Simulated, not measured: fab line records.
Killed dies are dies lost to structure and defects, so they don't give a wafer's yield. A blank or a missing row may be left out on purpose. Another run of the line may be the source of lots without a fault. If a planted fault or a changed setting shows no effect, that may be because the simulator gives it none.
Chamber matching / flow nandHarc / 3 sister chambers for NHARC_A_ZERO_WELL_ETCH_13 on rieSi-06
The step etches the open film in HBr/Cl2, target depth 120 nm, time 40.1 s. 18 wafers are shown with their chamber, then 8 later ones without.

== WAFERS, EACH WITH ITS CHAMBER ==
wafer=L078.4; chamber=1; drypumpMotorCurrentA (A)=5.4; oesProductAu (a.u.)=1.011; throttleValvePct (%)=26.406
wafer=L078.5; chamber=1; drypumpMotorCurrentA (A)=5.4; oesProductAu (a.u.)=1.008; throttleValvePct (%)=26.400
wafer=L078.6; chamber=0; drypumpMotorCurrentA (A)=5.3; oesProductAu (a.u.)=0.993; throttleValvePct (%)=26.403
wafer=L080.1; chamber=2; drypumpMotorCurrentA (A)=6.3; oesProductAu (a.u.)=1.012; throttleValvePct (%)=26.416
wafer=L080.3; chamber=1; drypumpMotorCurrentA (A)=5.4; oesProductAu (a.u.)=1.024; throttleValvePct (%)=26.400
wafer=L080.5; chamber=2; drypumpMotorCurrentA (A)=6.4; oesProductAu (a.u.)=1.020; throttleValvePct (%)=26.408
wafer=L087.1; chamber=1; drypumpMotorCurrentA (A)=5.4; oesProductAu (a.u.)=0.997; throttleValvePct (%)=26.396
wafer=L087.2; chamber=2; drypumpMotorCurrentA (A)=6.4; oesProductAu (a.u.)=0.987; throttleValvePct (%)=26.412
wafer=L087.4; chamber=0; drypumpMotorCurrentA (A)=5.3; oesProductAu (a.u.)=0.990; throttleValvePct (%)=26.387
wafer=L088.3; chamber=1; drypumpMotorCurrentA (A)=5.4; oesProductAu (a.u.)=1.009; throttleValvePct (%)=26.401
wafer=L088.4; chamber=0; drypumpMotorCurrentA (A)=5.3; oesProductAu (a.u.)=0.987; throttleValvePct (%)=26.393
wafer=L088.6; chamber=2; drypumpMotorCurrentA (A)=6.3; oesProductAu (a.u.)=1.007; throttleValvePct (%)=26.396
wafer=L090.1; chamber=0; drypumpMotorCurrentA (A)=5.3; oesProductAu (a.u.)=0.997; throttleValvePct (%)=26.400
wafer=L090.2; chamber=1; drypumpMotorCurrentA (A)=5.4; oesProductAu (a.u.)=1.004; throttleValvePct (%)=26.399
wafer=L090.3; chamber=1; drypumpMotorCurrentA (A)=5.4; oesProductAu (a.u.)=1.004; throttleValvePct (%)=26.411
wafer=L091.1; chamber=2; drypumpMotorCurrentA (A)=6.4; oesProductAu (a.u.)=0.997; throttleValvePct (%)=26.417
wafer=L091.2; chamber=1; drypumpMotorCurrentA (A)=5.4; oesProductAu (a.u.)=1.013; throttleValvePct (%)=26.414
wafer=L091.3; chamber=0; drypumpMotorCurrentA (A)=5.3; oesProductAu (a.u.)=0.988; throttleValvePct (%)=26.405

SIGNATURES, as means of the wafers listed above
reading=drypumpMotorCurrentA; chamber 0=5.300; chamber 1=5.400; chamber 2=6.360; scatter within a chamber=0.0283
reading=oesProductAu; chamber 0=0.99100; chamber 1=1.00875; chamber 2=1.00460; scatter within a chamber=0.00883
reading=throttleValvePct; chamber 0=26.39760; chamber 1=26.40338; chamber 2=26.40980; scatter within a chamber=0.00727
Rule: distance of a wafer from a chamber = root of the sum over the readings of ((wafer's reading minus chamber's mean) / reading's scatter) squared. If the next closest chamber is less than 2 further off than the closest, the wafer can't be placed; otherwise it belongs to the closest. The scatter: the root of (the sum of the squares of (reading less its chamber's mean) over the shown wafers, divided by (wafers less chambers)).

== WAFERS WITH NO CHAMBER GIVEN ==
wafer=L093.1; drypumpMotorCurrentA (A)=5.4; oesProductAu (a.u.)=1.009; throttleValvePct (%)=26.395
wafer=L093.2; drypumpMotorCurrentA (A)=6.3; oesProductAu (a.u.)=1.002; throttleValvePct (%)=26.386
wafer=L093.5; drypumpMotorCurrentA (A)=5.3; oesProductAu (a.u.)=0.998; throttleValvePct (%)=26.416
wafer=L095.1; drypumpMotorCurrentA (A)=5.3; oesProductAu (a.u.)=1.000; throttleValvePct (%)=26.414
wafer=L095.2; drypumpMotorCurrentA (A)=5.4; oesProductAu (a.u.)=0.995; throttleValvePct (%)=26.402
wafer=L097.2; drypumpMotorCurrentA (A)=5.3; oesProductAu (a.u.)=0.986; throttleValvePct (%)=26.405
wafer=L097.5; drypumpMotorCurrentA (A)=5.3; oesProductAu (a.u.)=0.986; throttleValvePct (%)=26.411
wafer=L097.6; drypumpMotorCurrentA (A)=5.4; oesProductAu (a.u.)=1.011; throttleValvePct (%)=26.403

== WHICH CHAMBER EACH WENT THROUGH ==
wafer=L093.1; from the rows above=1; in truth=1
wafer=L093.2; from the rows above=2; in truth=2
wafer=L093.5; from the rows above=can't be placed: 0 or 1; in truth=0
wafer=L095.1; from the rows above=can't be placed: 0 or 1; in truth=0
wafer=L095.2; from the rows above=1; in truth=1
wafer=L097.2; from the rows above=0; in truth=0
wafer=L097.5; from the rows above=0; in truth=0
wafer=L097.6; from the rows above=1; in truth=1
Correctly placed: 6 of 8. Cannot be placed on the basis of these rows: 2; the candidates contain the true chamber in 2. Number placed wrongly: 0.
